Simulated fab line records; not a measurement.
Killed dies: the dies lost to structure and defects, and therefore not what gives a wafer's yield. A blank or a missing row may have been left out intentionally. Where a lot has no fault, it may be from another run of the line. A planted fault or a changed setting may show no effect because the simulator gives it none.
Split-lot trial + flow n5-finfet + route with 1938 steps; 7 lots, 21 wafers read

ABOUT THE SPLIT
At N5_BEOL_M10_ILD_DEP_00 (deposits SiCOH lowk from DEMS/porogen, target thk 308.51 nm, time 58 s), the setting time-s was moved away from the recipe's 58 s on 9 of the 21 wafers read, by -12.2% to +14.7%. For the rest of the wafers, this setting stayed at what the recipe calls for.

THE PATH FROM SPLIT TO READING: the file shows 1 step between them
- N5_BEOL_M10_CURE_71: cures SiCOH lowk, time 240 s

THE READING
M10_ILD_THK at N5_BEOL_M10_THK_MEAS_01, in nm. Typical for fault-free wafers on this fab line: 268 nm, with standard deviation 4.1 nm.

| wafer  | tool, chamber at the split | time-s as run, s | against the recipe | M10_ILD_THK, nm | against lot-mates on the recipe |
|--------|----------------------------|------------------|--------------------|-----------------|---------------------------------|
| L074.2 | pecvd-01, 1                | 62.42            | +7.6%              | 283             | +16                             |
| L074.4 | pecvd-01, 0                | 58               | recipe             | 267             | -                               |
| L074.5 | pecvd-01, 1                | 62.42            | +7.6%              | 285             | +18                             |
| L075.3 | pecvd-01, 2                | 58               | recipe             | 271             | -                               |
| L075.4 | pecvd-01, 0                | 64.39            | +11.0%             | 297             | +26                             |
| L075.5 | pecvd-01, 2                | 64.39            | +11.0%             | 301             | +30                             |
| L080.2 | pecvd-04, 2                | 65.17            | +12.4%             | 300             | +36                             |
| L080.3 | pecvd-04, 1                | 58               | recipe             | 263             | -                               |
| L080.4 | pecvd-04, 0                | 58               | recipe             | 265             | -                               |
| L084.1 | pecvd-01, 1                | 58               | recipe             | 263             | -                               |
| L084.3 | pecvd-01, 0                | 58               | recipe             | 264             | -                               |
| L084.5 | pecvd-01, 0                | 58               | recipe             | 272             | -                               |
| L086.2 | pecvd-01, 0                | 58               | recipe             | 265             | -                               |
| L086.4 | pecvd-01, 0                | 66.54            | +14.7%             | 310             | +45                             |
| L086.6 | pecvd-01, 1                | 66.54            | +14.7%             | 303             | +38                             |
| L091.1 | pecvd-03, 0                | 58               | recipe             | 260             | -                               |
| L091.4 | pecvd-03, 0                | 58               | recipe             | 264             | -                               |
| L091.6 | pecvd-03, 1                | 58               | recipe             | 271             | -                               |
| L097.3 | pecvd-01, 0                | 50.92            | -12.2%             | 234             | -38                             |
| L097.4 | pecvd-01, 1                | 50.92            | -12.2%             | 238             | -34                             |
| L097.6 | pecvd-01, 0                | 58               | recipe             | 272             | -                               |

FIT RESULTS
A straight line over all 21 wafers: M10_ILD_THK changes by +2.66 nm for each +1% of time-s; r = +0.98; the points scatter about the line by 3.8 nm.
The same after taking each lot's own level away (the mean of its wafers on the recipe; 21 wafers): +2.78 nm for each +1%; r = +0.99; scatter 3.3 nm.
Per that fit: largest time-s move, reading shift of 41 nm.
Across the lots, their own levels run from 264.0 to 272.0 nm, a range of 2.0 times the standard deviation given above.
Hence the lot-to-lot level has little effect on the slope; both slopes agree.
Check: with one of the wafers moved furthest among these (+14.7%) left out of the fit, the line predicts +39.2 nm for it against its lot-mates. It came out at +45 nm against them.

OTHER SPLITS APPLIED TO THESE WAFERS
Other splits were also applied to these wafers ahead of the reading. Each is held against what the fit with the lots' levels taken away leaves over:
| other split on the same wafers | wafers away from the commonest value | r with M10_ILD_THK (lot level and that fit taken away) |
|--------------------------------|--------------------------------------|--------------------------------------------------------|
| N5_BEOL_M8_ETCH_65 source-w    | 7                                    | +0.11                                                  |
| N5_BEOL_M9_COAT_60 spin-rpm    | 5                                    | -0.04                                                  |

THE WHOLE CHAIN: every reading that the file lists as answering this split, in the file's order
| step                    | what it does                                                           | reading                                                                                   | change (the file's fit)              | r (the file's) |
|-------------------------|------------------------------------------------------------------------|-------------------------------------------------------------------------------------------|--------------------------------------|----------------|
| N5_BEOL_M10_ILD_DEP_00  | deposits SiCOH lowk from DEMS/porogen, target thk 308.51 nm, time 58 s | SiCOH_lowk_of_BEOL_M10_ILD_DEP_00.thk-nm (the simulator's own value, which no gauge read) | +3.14 nm for each +1% of the setting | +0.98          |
| N5_BEOL_M10_CURE_71     | cures SiCOH lowk, time 240 s                                           | SiCOH_lowk_of_BEOL_M10_ILD_DEP_00.thk-nm (the simulator's own value, which no gauge read) | +2.77 nm for each +1% of the setting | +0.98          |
| N5_BEOL_M10_THK_MEAS_01 |                                                                        | M10_ILD_THK                                                                               | +2.79 for each +1% of the setting    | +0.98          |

THE FILE'S OWN FIT
M10_ILD_THK changes by +2.79 nm for each +1% of time-s, r = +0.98.
